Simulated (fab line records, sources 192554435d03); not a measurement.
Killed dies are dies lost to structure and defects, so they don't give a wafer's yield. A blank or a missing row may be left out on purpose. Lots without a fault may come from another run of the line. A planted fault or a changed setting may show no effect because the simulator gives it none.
Chamber matching | flow n5_finfet | N5_FIN_SAQP_STRIP_77 on rie_diel-05: 4 sister chambers
The step strips in N2/H2, time 90 s. 14 wafers are shown with their chamber, then 7 later ones without.

WAFERS WITH THEIR CHAMBER
wafer  | chamber | drypump_motor_current_A (A) | oes_product_au (a.u.) | throttle_valve_pct (%)
L074.2 | 2       | 6.17                        | 0.93                  | 12.11
L074.3 | 3       | 5.92                        | 0.71                  | 12.54
L074.6 | 0       | 5.57                        | 0.85                  | 11.77
L075.2 | 0       | 5.63                        | 0.85                  | 11.78
L075.3 | 3       | 5.86                        | 0.71                  | 12.55
L075.5 | 0       | 5.62                        | 0.84                  | 11.80
L078.1 | 3       | 5.92                        | 0.71                  | 12.55
L078.2 | 2       | 6.15                        | 0.92                  | 12.15
L078.3 | 0       | 5.55                        | 0.84                  | 11.83
L082.4 | 2       | 6.15                        | 0.91                  | 12.18
L082.5 | 1       | 5.81                        | 0.69                  | 12.17
L082.6 | 2       | 6.17                        | 0.91                  | 12.18
L090.2 | 0       | 5.62                        | 0.81                  | 11.89
L090.3 | 3       | 5.91                        | 0.69                  | 12.61

SIGNATURES (means of the wafers above)
reading                 | chamber 0 | chamber 1 | chamber 2 | chamber 3 | scatter within a chamber
drypump_motor_current_A | 5.5980    | 5.8100    | 6.1600    | 5.9025    | 0.0282
oes_product_au          | 0.8380    | 0.6900    | 0.9175    | 0.7050    | 0.0129
throttle_valve_pct      | 11.8140   | 12.1700   | 12.1550   | 12.5625   | 0.0396
Rule: a wafer's distance from a chamber is the root of the sum, over the readings, of the square of ((its reading less the chamber's mean) divided by the reading's scatter). The wafer belongs to the nearest chamber; if the next one is less than 2 further off, it can't be placed. The scatter: the root of (the sum of the squares of (reading less its chamber's mean) over the shown wafers, divided by (wafers less chambers)).

WAFERS WITHOUT THEIR CHAMBER
wafer  | drypump_motor_current_A (A) | oes_product_au (a.u.) | throttle_valve_pct (%)
L090.4 | 5.60                        | 0.81                  | 11.90
L092.4 | 5.90                        | 0.68                  | 12.63
L092.5 | 5.59                        | 0.80                  | 11.91
L092.6 | 6.18                        | 0.86                  | 12.24
L094.1 | 6.19                        | 0.85                  | 12.25
L094.2 | 5.93                        | 0.68                  | 12.63
L094.3 | 5.58                        | 0.80                  | 11.92

WHICH CHAMBER EACH WENT THROUGH
wafer  | from the rows above | in truth
L090.4 | 0                   | 0
L092.4 | 3                   | 3
L092.5 | 0                   | 0
L092.6 | 2                   | 2
L094.1 | 2                   | 2
L094.2 | 3                   | 3
L094.3 | 0                   | 0
Placed correctly: 7 of 7. Can't be placed from these rows: 0. Placed wrongly: 0.
